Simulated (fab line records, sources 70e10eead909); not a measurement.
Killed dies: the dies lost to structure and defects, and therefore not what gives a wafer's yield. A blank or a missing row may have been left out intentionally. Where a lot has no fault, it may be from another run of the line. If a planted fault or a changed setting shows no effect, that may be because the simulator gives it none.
fab line records    flow nand_harc
record: lots: 6  wafers: 17  last_day: 33
route steps=1302 shown A_CHANNEL_HOLE_D1@487 A_CHANNEL_FILL_D1@490
lots untouched by any fault: they come from a run of this same line in which no faults occurred
start_h: hours from the record's first day to the start of the lot's first wafer shown    wait_h: how many hours have passed since the lot's step before this one    " repeats the value in the row above    L1.1+2: a row that stands for several wafers    - no value, or no start given    * or withheld: withheld    < > ~ a bound
route shown NAME@n: NAME is a module with steps in the file, n the number in the route of the first one    usual: the fault-free wafers' mean and standard deviation    same: alike in all rows    chamber/n: place in a boat    sites: readings site by site    _std_site: the standard deviation of these    _edge_site: the outer-site mean with the inner-site mean subtracted    radius_mm: for every site, how far away it sits from the centre of the wafer    mask NAME#n: copy n    behind: the last tool/chamber to shape the wafer    hold: cause of the lot's hold/its duration in hours/its outcome    device: transistor that didn't switch, given as n, p or np    end of line: the same wafers' tests at the end of the route    for a step that has no rows: nothing shown but its recipe    killed: dies that structure and defects cost at the first sort, which is not the same as the wafer's yield    map: shows each die of a wafer: x if killed, . if not, _ if none is there
set.NAME: the run value of the setting; set.NAME@STEP: its run value at that earlier step    model.NAME: the simulator's own value behind a step, which no gauge read
lots at some steps of the route; a table a step, a row a wafer
services: the hour from which a tool's chamber was out of use, counted from the record's first day as start_h (under 0 if before that day), plus the number of hours and why
== steps ==
step: NHARC_A_CHANNEL_HOLE_D1_CD_MEAS_30
usual: cd_nm: 90.3/0.99
lot.wafer  tool       chamber  start_h  wait_h  cd_nm
L339.1     cd_sem-01  -        274.20   -       90.5
L339.5     "          -        "        "       89.9
L339.6     "          -        "        "       91.3
L341.2     cd_sem-01  -        304.85   -       90.8
L341.3     "          -        "        "       91.5
L341.5     "          -        "        "       91.2
L343.1     cd_sem-01  -        312.50   -       90.8
L343.5     "          -        "        "       90.1
L350.2     cd_sem-02  -        392.01   -       89.8
L350.4     "          -        "        "       90.3
L350.6     "          -        "        "       89.7
L351.1     cd_sem-02  -        395.65   -       89.6
L351.2     "          -        "        "       91.0
L351.3     "          -        "        "       89.4
L352.3     cd_sem-01  -        402.62   -       89.8
L352.5     "          -        "        "       90.5
L352.6     "          -        "        "       90.5
step: NHARC_A_CHANNEL_HOLE_D1_XSEM_31
recipe: landing_energy_ev: 35000
usual: bot_cd_nm: 74.8/1  bow_nm: 8.69/0.21  tilt_deg: 0.07/0.036
lot.wafer  tool     chamber  start_h  wait_h  bot_cd_nm  bow_nm  tilt_deg
L339.1     xsem-02  0        274.29   0.1     74.7       8.93    0.09
L339.5     "        0        "        "       74.6       8.98    0.09
L339.6     "        0        "        "       75.6       8.98    0.09
L341.2     xsem-02  0        304.94   0.1     75.5       8.39    0.14
L341.3     "        0        "        "       76.0       8.42    0.14
L341.5     "        0        "        "       75.4       8.34    0.14
L343.1     xsem-01  0        312.58   0.1     74.8       8.72    0.06
L343.5     "        0        "        "       74.0       8.74    0.06
L350.2     xsem-01  0        392.10   0.1     74.5       8.62    0.10
L350.4     "        0        "        "       74.9       8.60    0.10
L350.6     "        0        "        "       74.9       8.65    0.10
L351.1     xsem-02  0        395.74   0.1     73.7       8.70    0.07
L351.2     "        0        "        "       74.5       8.66    0.07
L351.3     "        0        "        "       73.1       8.66    0.07
L352.3     xsem-01  0        402.70   0.1     73.3       8.43    0.09
L352.5     "        0        "        "       75.1       8.56    0.09
L352.6     "        0        "        "       74.1       8.43    0.09
step: NHARC_A_CHANNEL_HOLE_D1_INSPECT_40
usual: raw_defect_count: 79/25
lot.wafer  tool               chamber  start_h  wait_h  raw_defect_count
L339.1     defect_inspect-01  -        274.39   -       75
L339.5     "                  -        "        "       53
L339.6     "                  -        "        "       56
L341.2     defect_inspect-02  -        305.04   -       93
L341.3     "                  -        "        "       95
L341.5     "                  -        "        "       86
L343.1     defect_inspect-02  -        312.68   -       98
L343.5     "                  -        "        "       90
L350.2     defect_inspect-02  -        392.19   -       64
L350.4     "                  -        "        "       68
L350.6     "                  -        "        "       81
L351.1     defect_inspect-01  -        395.84   -       56
L351.2     "                  -        "        "       71
L351.3     "                  -        "        "       59
L352.3     defect_inspect-01  -        402.79   -       88
L352.5     "                  -        "        "       87
L352.6     "                  -        "        "       99
step: NHARC_A_CHANNEL_FILL_D1_PRECLEAN_00
recipe: time_s: *  temp_c: 50  bath_age_min: 0  chemistry: SC1
step: NHARC_A_CHANNEL_FILL_D1_SRD_01
step: NHARC_A_CHANNEL_FILL_D1_ALD_02
recipe: target_thk_a: 60  pulse_time_s: 10  ald_cycles: 60  temp_c: 300  material: SiO2
usual: heater_power_w: 457/61  precursor_pulse_height_rel: 1.002/0.02
lot.wafer  tool       chamber  start_h  wait_h  heater_power_w  precursor_pulse_height_rel
L339.1     ald_hk-02  1        274.58   -       431             1.015
L339.6     "          1        "        "       430             0.985
L339.5     "          2        "        "       521             1.014
L341.3     ald_hk-04  3        308.14   -       490             0.982
L341.2     "          2        "        "       427             1.021
L341.5     "          0        "        "       478             0.992
L343.1     ald_hk-02  1        313.16   -       422             0.989
L343.5     "          3        "        "       460             1.026
L350.2     ald_hk-02  0        392.46   -       389             1.034
L350.4     "          2        "        "       500             0.978
L350.6     "          3        "        "       470             1.026
L351.2     ald_hk-04  2        396.04   -       436             0.988
L351.3     "          0        "        "       479             1.009
L351.1     "          1        "        "       579             0.980
L352.3     ald_hk-02  0        403.21   -       387             1.023
L352.6     "          1        "        "       441             1.000
L352.5     "          2        "        "       503             1.000
step: NHARC_A_CHANNEL_FILL_D1_ALD_03
recipe: target_thk_a: 60  pulse_time_s: 60  ald_cycles: 58  temp_c: 630  pressure_torr: 2  material: SiNx
step: NHARC_A_CHANNEL_FILL_D1_ALD_14
recipe: target_thk_a: 25  pulse_time_s: 10  ald_cycles: 25  temp_c: 300  material: SiO2
usual: heater_power_w: 454/61  precursor_pulse_height_rel: 0.999/0.019
lot.wafer  tool       chamber  start_h  wait_h  heater_power_w  precursor_pulse_height_rel
L339.1     ald_hk-04  1        282.03   0.0     565             0.985
L339.5     "          1        "        "       601             0.994
L339.6     "          2        "        "       443             1.004
L341.3     ald_hk-01  3        315.18   0.0     348             1.010
L341.2     "          2        "        "       433             1.000
L341.5     "          0        "        "       483             0.997
L343.1     ald_hk-04  2        320.45   0.1     432             0.982
L343.5     "          1        "        "       597             0.961
L350.4     ald_hk-04  2        399.44   0.0     440             1.015
L350.2     "          0        "        "       482             1.008
L350.6     "          2        "        "       437             1.000
L351.2     ald_hk-01  2        403.07   0.0     414             0.999
L351.3     "          0        "        "       473             1.004
L351.1     "          1        "        "       413             0.999
L352.3     ald_hk-01  1        410.03   0.1     423             1.004
L352.6     "          0        "        "       478             0.982
L352.5     "          1        "        "       418             1.008
step: NHARC_A_CHANNEL_FILL_D1_ALD_15
recipe: target_thk_a: 20  pulse_time_s: 60  ald_cycles: 19  temp_c: 630  pressure_torr: 2  material: SiNx
usual: precursor_pulse_height_rel: 0.998/0.021
lot.wafer  tool              chamber  start_h  wait_h  precursor_pulse_height_rel
L339.1     ald_sin_batch-03  0        -        -       1.014
L339.5     "                 0        "        "       0.961
L339.6     "                 0        "        "       1.022
L341.2     ald_sin_batch-03  0        -        -       1.013
L341.3     "                 0        "        "       1.025
L341.5     "                 0        "        "       1.008
L343.1     ald_sin_batch-01  0        -        -       1.022
L343.5     "                 0        "        "       1.026
L350.2     ald_sin_batch-01  0        -        -       1.016
L350.4     "                 0        "        "       1.007
L350.6     "                 0        "        "       0.996
L351.1     ald_sin_batch-02  0        406.42   3.0     1.014
L351.2     "                 0        "        "       1.020
L351.3     "                 0        "        "       0.988
L352.3     ald_sin_batch-02  0        -        -       0.962
L352.5     "                 0        "        "       0.993
L352.6     "                 0        "        "       0.974
step: NHARC_A_CHANNEL_FILL_D1_ALD_16
recipe: target_thk_a: 15  pulse_time_s: 10  ald_cycles: 15  temp_c: 300  material: SiO2
step: NHARC_A_CHANNEL_FILL_D1_ANNEAL_17
recipe: temp_c: 850  time_s: 1800
step: NHARC_A_CHANNEL_FILL_D1_CVD_18
recipe: target_thk_a: 30  temp_c: 550  material: poly-Si
step: NHARC_A_CHANNEL_FILL_D1_ETCHBACK_19
recipe: target_depth_a: 50  time_s: 1.7  hbr_flow_sccm: 150  cl2_flow_sccm: 50  rf_w: 400  icp_w: 400  bias_w: 100  chemistry: HBr/Cl2
usual: drypump_motor_current_A: 6.0/0.48  oes_product_au: 0.999/0.0069  rf_fwd_power_W: 390.4/1.4  throttle_valve_pct: 26.404/0.009
lot.wafer  tool       chamber  start_h  wait_h  drypump_motor_current_A  oes_product_au  rf_fwd_power_W  rf_hours_counter_h  throttle_valve_pct
L339.1     rie_si-02  3        299.03   0.4     5.6                      0.992           388.9           0.04                26.400
L339.5     "          1        "        "       6.0                      0.997           391.5           -                   26.413
L339.6     "          2        "        "       5.1                      0.990           388.8           -                   26.395
L341.2     rie_si-05  2        329.66   0.4     6.4                      1.008           389.6           0.13                26.404
L341.3     "          3        "        "       5.6                      0.721           387.5           0.15                26.408
L341.5     "          2        "        "       6.4                      0.720           388.3           -                   26.408
L343.1     rie_si-05  1        337.56   0.4     6.1                      1.003           391.5           0.10                26.407
L343.5     "          3        "        "       5.7                      0.718           390.8           -                   26.408
L350.2     rie_si-02  2        416.64   0.4     5.1                      0.998           390.0           0.80                26.422
L350.4     "          3        "        "       5.5                      0.996           390.7           0.66                26.394
L350.6     "          2        "        "       5.1                      0.996           388.6           -                   26.398
L351.3     rie_si-05  2        420.32   0.4     6.5                      1.008           388.9           0.60                26.392
L351.1     "          3        "        "       5.6                      1.012           391.0           0.56                26.396
L351.2     "          0        "        "       6.5                      0.998           390.8           0.50                26.403
L352.3     rie_si-04  0        429.52   0.4     5.6                      0.995           392.8           0.47                26.415
L352.5     "          3        "        "       6.4                      0.991           391.1           -                   26.402
L352.6     "          0        "        "       5.6                      1.003           393.2           -                   26.401
step: NHARC_A_CHANNEL_FILL_D1_ETCHBACK_20
recipe: target_depth_a: 270  time_s: 13.5  c4f8_flow_sccm: withheld  o2_flow_sccm: 8  ar_flow_sccm: withheld  rf_w: 600  bias_w: 1500  chemistry: C4F8/O2/Ar
usual: oes_product_au: 0.96/0.035  rf_fwd_power_W: 587.5/2.9  rf_vpp_V: 980/6.5
lot.wafer  tool         chamber  start_h  wait_h  oes_product_au  rf_fwd_power_W  rf_hours_counter_h  rf_vpp_V
L339.1     rie_diel-13  2        299.15   -       0.93            588.0           5.6                 978
L339.5     "            0        "        "       0.91            583.9           -                   978
L339.6     "            1        "        "       0.93            585.5           -                   990
L341.2     rie_diel-12  1        329.77   -       1.00            584.3           0.9                 979
L341.3     "            2        "        "       1.00            591.5           2.1                 980
L341.5     "            1        "        "       1.00            584.1           -                   979
L343.1     rie_diel-13  3        337.64   -       0.93            589.9           8.1                 987
L343.5     "            0        "        "       0.92            586.9           -                   979
L350.4     rie_diel-06  1        416.76   -       0.96            585.7           5.8                 971
L350.2     "            3        "        "       0.96            590.4           5.0                 972
L350.6     "            1        "        "       0.96            584.0           -                   970
L351.3     rie_diel-13  0        420.45   -       0.99            583.3           3.4                 978
L351.1     "            1        "        "       1.00            583.9           3.1                 988
L351.2     "            2        "        "       1.01            589.5           3.0                 978
L352.3     rie_diel-06  0        429.63   -       1.00            588.5           6.5                 987
L352.5     "            0        "        "       1.00            586.7           -                   987
L352.6     "            1        "        "       1.00            583.7           -                   971
== services ==
tool              chamber  start_h  hours  kind
rie_diel-06       3        261.93   4.9    repair
ald_sin_batch-02  -        266.00   26.0   pm
rie_diel-12       0        266.02   2.6    repair
rie_diel-12       -        268.40   9.0    pm
rie_si-02         -        277.00   9.0    pm
rie_diel-06       2        293.45   2.4    repair
ald_hk-04         -        296.23   1.0    repair
rie_si-05         -        305.03   9.0    pm
rie_diel-06       -        307.20   9.0    pm
rie_diel-13       0        315.73   1.5    repair
rie_diel-12       1        319.98   4.8    repair
rie_diel-06       -        328.40   0.7    repair
rie_diel-12       2        330.61   3.5    repair
rie_diel-06       3        331.08   6.8    repair
rie_diel-12       -        337.84   1.1    repair
rie_diel-13       -        342.00   9.0    pm
rie_si-04         -        342.00   9.0    pm
rie_diel-06       3        346.28   5.7    repair
ald_hk-02         -        349.16   10.0   pm
rie_diel-06       0        352.51   3.5    repair
rie_si-04         -        365.30   0.5    repair
xsem-01           -        374.00   14.0   pm
rie_si-02         3        377.55   2.2    repair
rie_si-05         3        386.20   14.4   repair
== key ==
first_sign: step: NHARC_A_CHANNEL_FILL_D1_ETCHBACK_19  reading: oes_product_au  direction: down  sigmas: 41  usual: 0.999  struck: 0.720
effect none on later readings
met_at NHARC_A_CHANNEL_FILL_D1_ETCHBACK_19
struck_wafers L341.3,L341.5,L343.5
later_rows_left_out L341.3,L341.5,L343.5
sort_left_out L341.3,L341.5,L343.5
tester_left_out L341,L343
fault: kind: process_parameter_drift  tool: rie_si-05  chamber: -  onset_h: 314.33  steps: NHARC_A_CHANNEL_FILL_D1_ETCHBACK_19  channel: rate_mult  offset: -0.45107  shape: step  end_h: 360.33  scope: struck_wafers_only
tester_left_out: of these lots the tester's yield and bins aren't shown, on N5 and GAA mostly nor the transistor test; their killed dies are dies lost to structure and defects alone, not to doping, threshold or leakage, so they don't give the yield
sort_left_out: the simulated sort isn't trusted on such a fault, so these wafers' sort isn't shown, and their yield isn't known
later_rows_left_out: the simulator's readings of these wafers behind a module that went badly wrong aren't trusted and aren't shown, but for the sort
